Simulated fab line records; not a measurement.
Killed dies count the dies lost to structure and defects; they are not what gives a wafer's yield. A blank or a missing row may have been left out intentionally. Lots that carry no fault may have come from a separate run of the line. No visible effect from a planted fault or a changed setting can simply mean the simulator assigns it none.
A lot that was struck, set against a sound lot -- flow n5_finfet -- 16 steps out of a route of 1938
Sound: these wafers, L309.1, L309.3, L309.4. Struck: wafer L324.6. (L324.5 of the same lot was not struck and is left out.) The cause comes at the end.
Each step with rows lists, per side, the tool, then ch with its chambers, then its first start. Under that, the readings that differ: sound wafers -- struck wafers -- difference of the means -- sigmas: that difference in standard deviations of wafers without a fault.
alike: same words and numbers on both sides, and readings whose means sit less than 2 such deviations apart. not compared: any withheld reading, any reading some wafer has no value for, any bound like >300 that may hide the same value, and any number with overlapping values for which the record gives no deviation.
A row with sigmas, a row that says differs or no value, or rows on one side alone: a step with any of these is where the two part. Numbers that don't overlap but have no deviation are shown without sigmas and don't part them. Lack of a reading on every wafer of one side parts them only where that side has two or more wafers.

first, 4 steps without rows for these wafers: N5_SDB_SOFTBAKE_06 (time 60 s); N5_SDB_EXPOSE_08 (exposes mask SDB); N5_SDB_PEB_09 (peb time 60 s); N5_SDB_DEVELOP_10 (develop time 30 s).
N5_SDB_CD_MEAS_11: the cd target is 50 nm.
  sound on cd_sem-02 ch 0, day 4 03:41; struck on cd_sem-03 ch 0, day 7 22:36
  alike: cd_nm
N5_SDB_OVL_MEAS_12:
  sound on overlay-01 ch 0, day 4 03:43; struck on overlay-02 ch 0, day 7 22:37
reading,sound,struck,difference,sigmas
SDB_OVL (nm),1.3 1.6 0.4,-0.9,-2.0,-2
N5_SDB_INSPECT_13: inspects for defects (brightfield).
  sound: defect_inspect-01 at day 4 03:44; struck: defect_inspect-02 at day 7 22:39
  alike: raw_defect_count
N5_SDB_DESCUM_16: chemistry O2, time 7.9 s.
  sound on rie_diel-04 ch 0,1,3, day 4 03:46; struck on rie_diel-04 ch 2, day 7 22:42
  alike: drypump_motor_current_A, oes_product_au, rf_vpp_V, showerhead_plenum_p_Torr, temp_c, throttle_valve_pct
  not compared: rf_hours_counter_h
N5_SDB_ETCH_17: etches SiARC in CF4, target depth 23.4 nm, time 39 s.
  sound on rie_diel-04 ch 0,1,3, day 4 03:49; struck on rie_diel-04 ch 2, day 7 22:44
  alike: drypump_motor_current_A, etch_rf_on_time_s, oes_product_au, rf_vpp_V, showerhead_plenum_p_Torr, throttle_valve_pct
  not compared: rf_hours_counter_h
N5_SDB_ETCH_18: etches SOC in N2/H2, target depth 100 nm, overetch 20 nm, time 150 s.
  sound on rie_diel-04 ch 0,1,3, day 4 03:50; struck on rie_diel-04 ch 2, day 7 22:49
  alike: drypump_motor_current_A, oes_product_au, rf_vpp_V, showerhead_plenum_p_Torr, temp_c, throttle_valve_pct
  not compared: rf_hours_counter_h
then, 1 step without rows for these wafers: N5_SDB_STRIP_19 (strips in N2/H2).
N5_SDB_STRIP_21: strips in CF4.
  sound on rie_diel-04 ch 0,1,3, day 4 03:59; struck on rie_diel-04 ch 2, day 7 22:54
  alike: drypump_motor_current_A, oes_product_au, rf_vpp_V, showerhead_plenum_p_Torr, throttle_valve_pct
  not compared: rf_hours_counter_h
N5_SDB_HM_OPEN_20: chemistry CH3F/O2, target SiNx, stops on poly-Si, target depth 24 nm.
  sound on rie_diel-04 ch 0,1,3, day 4 04:00; struck on rie_diel-04 ch 2, day 7 22:56
reading,sound,struck,difference,sigmas
model.SOC_of_SDB_COAT_03.thk_nm (nm),84 84 83.6,87.2,+3.3,
  alike: drypump_motor_current_A, oes_f_703_au, oes_product_au, rf_vpp_V, showerhead_plenum_p_Torr, throttle_valve_pct
  not compared: rf_hours_counter_h
N5_SDB_STRIP_22: strips in N2/H2.
  sound on plasma_asher-01 ch 0,1, day 4 04:05; struck on plasma_asher-01 ch 1, day 7 23:04
reading,sound,struck,difference,sigmas
strip_time_to_endpoint_s (s),96.2 96.3 95.8,99.3,+3.2,+8
  alike: drypump_motor_current_A, heater_power_w, oes_product_au, temp_c
  not compared: rf_hours_counter_h
then, 1 step without rows for these wafers: N5_SDB_PRECLEAN_23 (cleans in dHF, time 30 s).
-- the record jumps here: 4 days lie between the struck wafers' starts before and after (it left off in module SDB and takes up again in module BEOL_M4, whose first step shown is number 1111 of the route) --
N5_BEOL_M4_RC_MEAS_101:
  sound on prober-02 ch 0, day 7 19:06; struck on prober-02 ch 0, day 11 14:26
reading,sound,struck,difference,sigmas
DIBL_P (mV/V),35.9 37.4 39.3,32.7,-4.8,-2
  alike: DIBL_N, IOFF_N, IOFF_P, ION_N, ION_P, SS_N, SS_P, VT_N, VT_P

WHERE THEY PART
At N5_SDB_OVL_MEAS_12 first; at N5_BEOL_M4_RC_MEAS_101 last (within this record only).

WHY: what the simulator had put in
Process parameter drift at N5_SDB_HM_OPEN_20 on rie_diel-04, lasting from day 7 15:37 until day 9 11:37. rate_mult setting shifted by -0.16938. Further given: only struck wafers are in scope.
